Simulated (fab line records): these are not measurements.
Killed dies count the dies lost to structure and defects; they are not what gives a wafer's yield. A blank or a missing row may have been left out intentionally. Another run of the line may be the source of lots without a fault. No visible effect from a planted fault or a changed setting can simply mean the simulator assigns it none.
What tool caused it? -- flow n5 finfet -- 9 lots, 27 wafers sampled, at 7 steps of a route of 1938

WHAT EACH GAUGE READ, for each wafer
N5_BEOL_M11_CD_MEAS_18: pitch 140 nm, target cd 70 nm.
lot,measured,on,cd nm (nm)
L894,day 11 11:47,cd sem-02,70.2 70.1 70.5
L902,day 12 16:05,cd sem-02,69.7 70.2 70.1
L900,day 13 16:22,cd sem-01,69.5 69.8 69.6
L906,day 14 20:23,cd sem-03,69.2 68.9 69.5
L908,day 15 03:29,cd sem-03,71.2 71.9 71.0
L910,day 15 15:01,cd sem-01,70.4 70.9 70.3
L914,day 16 09:44,cd sem-02,68.9 69.5 69.5
L915,day 17 02:22,cd sem-03,69.2 68.1 69.6
L916,day 17 10:48,cd sem-02,70.2 70.4 70.2

N5_BEOL_M11_CD_MEAS_28 targets a cd of 70 nm.
lot,measured,on,cd nm (nm)
L894,day 11 13:25,cd sem-01,70.0 70.3 72.0
L902,day 12 16:32,cd sem-03,68.1 69.1 68.0
L900,day 13 17:31,cd sem-02,70.3 71.5 71.1
L906,day 14 21:53,cd sem-03,71.2 71.4 70.0
L908,day 15 03:59,cd sem-02,69.7 69.8 69.2
L910,day 15 17:25,cd sem-03,69.7 69.9 69.2
L914,day 16 10:35,cd sem-02,69.8 68.8 68.9
L915,day 17 05:43,cd sem-02,69.9 69.5 70.3
L916,day 17 14:31,cd sem-02,71.5 71.8 71.0

N5_BEOL_M11_OCD_MEAS_38.
lot,measured,on,trench depth nm (nm)
L894,day 11 14:01,ocd-02,153.7 146.6 153.3
L902,day 12 17:07,ocd-02,150.6 152.1 149.4
L900,day 13 18:06,ocd-02,149.4 150.1 152.2
L906,day 14 22:29,ocd-01,152.9 160.5 150.6
L908,day 15 04:35,ocd-01,153.9 147.0 153.3
L910,day 15 17:59,ocd-02,151.8 162.5 149.2
L914,day 16 11:10,ocd-02,150.5 154.9 151.2
L915,day 17 06:17,ocd-02,150.5 148.4 150.5
L916,day 17 15:06,ocd-01,148.9 148.8 148.2

N5_BEOL_M11_THK_MEAS_53: measures by xrf.
lot,measured,on,M11_THK (nm)
L894,day 11 16:58,film metro-01,144.4 138.1 142.0
L902,day 12 19:29,film metro-02,142.6 143.1 141.2
L900,day 13 20:47,film metro-01,139.8 140.9 141.9
L906,day 15 01:42,film metro-02,144.9 150.5 142.5
L908,day 15 09:01,film metro-02,144.5 138.4 143.7
L910,day 15 21:21,film metro-02,144.4 153.9 141.0
L914,day 16 14:49,film metro-01,142.1 145.9 142.4
L915,day 17 08:23,film metro-02,141.4 139.7 142.3
L916,day 17 17:23,film metro-02,141.7 141.0 140.6

N5_BEOL_M11_RS_MEAS_57: measures by four-point-probe.
lot,measured,on,M11_RS (ohm/sq)
L894,day 11 17:05,film metro-01,0.145 0.152 0.149
L902,day 12 19:37,film metro-02,0.148 0.148 0.148
L900,day 13 20:55,film metro-01,0.151 0.150 0.147
L906,day 15 01:50,film metro-02,0.146 0.139 0.148
L908,day 15 09:08,film metro-01,0.147 0.155 0.148
L910,day 15 21:28,film metro-01,0.146 0.136 0.150
L914,day 16 14:56,film metro-01,0.150 0.145 0.149
L915,day 17 08:31,film metro-02,0.150 0.151 0.147
L916,day 17 17:31,film metro-02,0.149 0.149 0.150

TOOL THAT RAN EACH LOT (tool first, then ch and the chambers of the sampled wafers, then the start)
lot,N5_BEOL_M11_TRENCH_ETCH_37,N5_BEOL_M11_ETCH_41
L894,"rie diel-04 ch 0,1, day 11 13:50","rie diel-04 ch 0,1, day 11 14:01 or earlier"
L902,"rie diel-04 ch 0,2, day 12 16:56","rie diel-04 ch 0,2, day 12 17:07 or earlier"
L900,"rie diel-04 ch 0,1,2, day 13 17:55","rie diel-04 ch 0,1,2, day 13 18:06 or earlier"
L906,"rie diel-04 ch 0,1,2, day 14 22:19","rie diel-04 ch 0,1,2, day 14 22:29 or earlier"
L908,"rie diel-02 ch 0,1, day 15 04:24","rie diel-02 ch 0,1, day 15 04:35 or earlier"
L910,"rie diel-04 ch 0,1,2, day 15 17:49","rie diel-04 ch 0,1,2, day 15 17:59 or earlier"
L914,"rie diel-02 ch 1,3, day 16 10:59","rie diel-02 ch 1,3, day 16 11:10 or earlier"
L915,"rie diel-05 ch 0,2,3, day 17 06:07","rie diel-05 ch 0,2,3, day 17 06:17 or earlier"
L916,"rie diel-05 ch 0,3, day 17 14:55","rie diel-05 ch 0,3, day 17 15:06 or earlier"
- N5_BEOL_M11_TRENCH_ETCH_37: etches SiCOH lowk in C4F6/O2, target depth 148.83 nm, time 48 s.
- N5_BEOL_M11_ETCH_41: etches SiCN in CH3F/O2, target depth 42.6 nm, time 86 s.

AS READ BY THE TOOLS THEMSELVES (means over the sampled wafers that have a number; for cases with no such wafer, the mark the record gives instead)
N5_BEOL_M11_TRENCH_ETCH_37.
lot,tool,O2_flow_sccm (sccm),drypump motor current A (A),oes_f_703_au (a.u.),oes product au (a.u.),rf fwd power W (W),rf vpp V (V),showerhead plenum p Torr (Torr),throttle valve pct (%)
L894,rie diel-04,10.014,4.9,0.80,0.82,341.9,669,2.94,20.89
L902,rie diel-04,9.976,5.3,0.83,0.85,340.8,677,3.01,20.93
L900,rie diel-04,10.002,5.4,0.85,0.88,340.3,672,2.94,20.94
L906,rie diel-04,9.987,5.4,0.92,0.88,368.4,649,2.93,20.96
L908,rie diel-02,10.011,5.3,0.80,0.80,341.3,673,2.80,21.21
L910,rie diel-04,10.017,5.4,0.91,0.86,367.0,650,2.93,20.97
L914,rie diel-02,9.969,5.5,0.83,0.83,342.6,668,2.77,21.08
L915,rie diel-05,10.007,5.6,0.79,0.81,341.2,674,2.91,20.90
L916,rie diel-05,9.987,5.6,0.84,0.85,340.4,688,2.99,20.77

N5_BEOL_M11_ETCH_41.
lot,tool,O2_flow_sccm (sccm),drypump motor current A (A),oes product au (a.u.),rf fwd power W (W),rf vpp V (V),showerhead plenum p Torr (Torr),throttle valve pct (%)
L894,rie diel-04,19.95,4.9,0.81,390.9,298.6,2.07,16.29
L902,rie diel-04,20.05,5.2,0.85,390.4,298.7,2.12,16.29
L900,rie diel-04,20.08,5.4,0.88,391.6,299.2,2.07,16.30
L906,rie diel-04,20.06,5.4,0.86,390.5,298.2,2.06,16.31
L908,rie diel-02,20.00,5.3,0.80,391.9,296.3,1.97,16.54
L910,rie diel-04,20.02,5.4,0.85,392.3,298.4,2.06,16.32
L914,rie diel-02,20.02,5.5,0.84,393.0,296.2,1.94,16.40
L915,rie diel-05,20.04,5.6,0.81,392.3,297.9,2.04,16.27
L916,rie diel-05,19.93,5.6,0.86,393.3,299.6,2.11,16.14

THE ANSWER, worked out from the rows above alone
Rule: the lots themselves supply what counts as usual. The widest of any qualifying gaps counts: lots, ordered by their means at a reading, are off when they make up no more than a third of the lots, leave a main group of 4 or more, and stand apart from it by 3 or more times the standard deviation of that group's means. A main group whose means are all the same, to the digits that the tables above print for the reading, isn't used. A lot without any number at a reading at which 4 lots or more have one is off too. Any other lot the step has rows for is counted as sound. Order of review: gauges by route order, followed by the tools' own readings, for which a lot's mean as printed above is used. At the first step where some lot is off, the reading lying furthest off is the one used; lots without a number count as furthest.
Off: L906, L910, seen at N5_BEOL_M11_RS_MEAS_57 (M11_RS). The main group has a mean of 0.149 ohm/sq with a standard deviation of 0.0007.
A tool fits if, at a process step before that reading, it ran every lot that is off, and no sound lot after the first of them. Not tried: the gauges at N5_BEOL_M11_RS_MEAS_57; whatever is off there is also off at N5_BEOL_M11_TRENCH_ETCH_37, on other tools, and gauge error can't account for it. N5_BEOL_M11_ETCH_41: start missing for some lots; hours and lot order therefore follow N5_BEOL_M11_OCD_MEAS_38. One fits: N5_BEOL_M11_TRENCH_ETCH_37 and N5_BEOL_M11_ETCH_41 on rie diel-04. At N5_BEOL_M11_TRENCH_ETCH_37 its last sound lot is L900 (day 13 17:55), its first lot that is off L906 (day 14 22:19): a fault that began between those two fits.
On the lots that are off, the tool's own readings at N5_BEOL_M11_TRENCH_ETCH_37 differ by more than 5 times the standard deviation of the sound lots' means, which bears it out; rf fwd power W reads 367.7 W there versus 341.2 W on the sound lots.

WHAT HAD BEEN PUT IN BY THE SIMULATOR
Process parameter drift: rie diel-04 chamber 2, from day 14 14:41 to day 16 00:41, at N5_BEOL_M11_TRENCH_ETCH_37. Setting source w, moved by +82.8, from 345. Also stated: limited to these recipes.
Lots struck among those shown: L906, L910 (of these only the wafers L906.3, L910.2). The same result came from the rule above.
